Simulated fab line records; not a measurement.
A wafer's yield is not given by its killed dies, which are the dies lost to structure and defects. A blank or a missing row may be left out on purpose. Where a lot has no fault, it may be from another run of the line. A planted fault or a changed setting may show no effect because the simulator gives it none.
A struck lot beside a sound one -- flow n5-finfet -- 15 steps out of a route of 1938
Sound: wafers L943.1, L943.2, L943.4. Struck: wafer L963.2 (left out: L963.1, a lot-mate that was not struck); the cause follows at the end.
Order at every step that has rows: each side's tool, ch and its chambers, its first start. Under that, the readings that differ: sound wafers -- struck wafers -- difference of the means -- sigmas: that difference in standard deviations of wafers without a fault.
alike: same words and numbers on both sides, and readings whose means sit less than 2 such deviations apart. not compared: any withheld reading, any reading some wafer has no value for, any bound like >300 that may hide the same value, and any number with overlapping values for which the record gives no deviation.
The two part at a step that has a row with sigmas, a row that says differs or no value, or rows on one side only. When numbers do not overlap yet have no deviation, they are printed without sigmas and do not part them. A reading missing from all wafers of one side parts the sides only when that side holds two or more wafers.

first, 6 steps without rows for these wafers: N5_MOL_CONTACT_COAG_COAT_34 (resist thk 40 nm); N5_MOL_CONTACT_COAG_EBR_36; N5_MOL_CONTACT_COAG_SOFTBAKE_35 (time 60 s); N5_MOL_CONTACT_COAG_EXPOSE_37 (exposes mask VD, defocus 0 nm); N5_MOL_CONTACT_COAG_PEB_38 (peb time 60 s); N5_MOL_CONTACT_COAG_DEVELOP_39 (develop time 30 s).
N5_MOL_CONTACT_COAG_CD_MEAS_40: target cd 25.1 nm.
  sound on cd-sem-02 ch 0, day 5 12:56; struck on cd-sem-01 ch 0, day 10 07:15
reading,sound,struck,difference,sigmas
cd-nm (nm),25.35 25.44 25.32,24.38,-0.99,-4
N5_MOL_CONTACT_COAG_OVL_MEAS_41:
  sound on overlay-01 ch 0, day 5 12:58; struck on overlay-02 ch 0, day 10 07:17
  alike: VD_OVL
N5_MOL_CONTACT_COAG_INSPECT_42: inspects for defects (brightfield).
  sound on defect-inspect-01 at day 5 13:01; struck on defect-inspect-02 at day 10 07:29
  alike: raw-defect-count
N5_MOL_CONTACT_COAG_DESCUM_45: chemistry O2, time 7 s.
  sound on rie-diel-04 ch 0,1,3, day 5 13:04; struck on rie-diel-01 ch 1, day 10 07:37
  alike: drypump-motor-current-A, o2-flow-sccm, oes-product-au, rf-vpp-V, showerhead-plenum-p-Torr, temp-c, throttle-valve-pct
  not compared: rf-hours-counter-h
N5_MOL_CONTACT_COAG_ETCH_65: etches underlayer in N2/H2, target depth 13 nm, time 10.4 s.
  sound on rie-diel-04 ch 0,1,3, day 5 13:05; struck on rie-diel-01 ch 1, day 10 07:40
reading,sound,struck,difference,sigmas
rf-vpp-V (V),521.2 524.2 521.4,527.6,+5.3,+2
showerhead-plenum-p-Torr (Torr),2.44 2.57 2.44,2.69,+0.21,+2
  alike: drypump-motor-current-A, etch-rf-on-time-s, oes-product-au, throttle-valve-pct
  not compared: rf-hours-counter-h
N5_MOL_CONTACT_COAG_ETCH_66: etches SiARC in CF4, target depth 13 nm, time 21.7 s.
  sound on rie-diel-04 ch 0,1,3, day 5 13:07; struck on rie-diel-01 ch 1, day 10 07:41
reading,sound,struck,difference,sigmas
etch-rf-on-time-s (s),20.2 21.8 21.8,22.8,+1.5,+2
rf-vpp-V (V),182.4 184.1 182.4,185.9,+2.9,+2
showerhead-plenum-p-Torr (Torr),2.06 2.13 2.07,2.24,+0.15,+2
  alike: drypump-motor-current-A, oes-product-au, throttle-valve-pct
  not compared: rf-hours-counter-h
N5_MOL_CONTACT_COAG_ALD_133: deposits SiO2, target thk 5 nm, pulse time 1 s, co reactant pulse time 1 s.
  sound on ald-sin-04 ch 0,1,3, day 5 13:11; struck on ald-sin-02 ch 1, day 10 07:46
reading,sound,struck,difference,sigmas
ald-cycles,35 35 35,11,-24,
model.SiO2_of_MOL_CONTACT_COAG_ALD_133.thk-nm (nm),5 5 5,1.6,-3.4,
  alike: heater-power-w, precursor-pulse-height-rel
N5_MOL_CONTACT_COAG_ETCHBACK_134: etches SiO2 in CHF3, target depth 10 nm, time 6.7 s.
  sound on rie-diel-01 ch 0,2,3, day 5 13:22; struck on rie-diel-04 ch 0, day 10 07:56
reading,sound,struck,difference,sigmas
rf-vpp-V (V),515 518 529,552,+31,+3
throttle-valve-pct (%),18.94 18.94 18.74,18.31,-0.56,-3
  alike: CHF3_flow_sccm, drypump-motor-current-A, oes_f_703_au, oes-product-au, showerhead-plenum-p-Torr
  not compared: rf-hours-counter-h
-- a jump in the record: the struck wafers' starts before and after are 11 days apart (it breaks off in module MOL_CONTACT_COAG and resumes in module PASSIVATION, where the first step shown is number 1936 of the route) --
N5_PASSIVATION_PROBE_49:
  sound on prober-01 at day 14 06:55; struck on prober-02 at day 21 08:43
reading,sound,struck,difference,sigmas
killed_at_M0_to_M3,25 29 23,50,+24,+2
killed-at-contacts,15 10 13,1085,+1072,+99 or more
killed-dies,100 89 99,1180,+1084,+60
killed-on-rim,7 17 17,152,+138,+34
  alike: killed_at_M4_up, killed-at-front-end, killed-at-other, killed-open, killed-short

WHERE THEY PART
Earliest at N5_MOL_CONTACT_COAG_CD_MEAS_40; latest, in this record, at N5_PASSIVATION_PROBE_49.

WHY: whatever the simulator had introduced
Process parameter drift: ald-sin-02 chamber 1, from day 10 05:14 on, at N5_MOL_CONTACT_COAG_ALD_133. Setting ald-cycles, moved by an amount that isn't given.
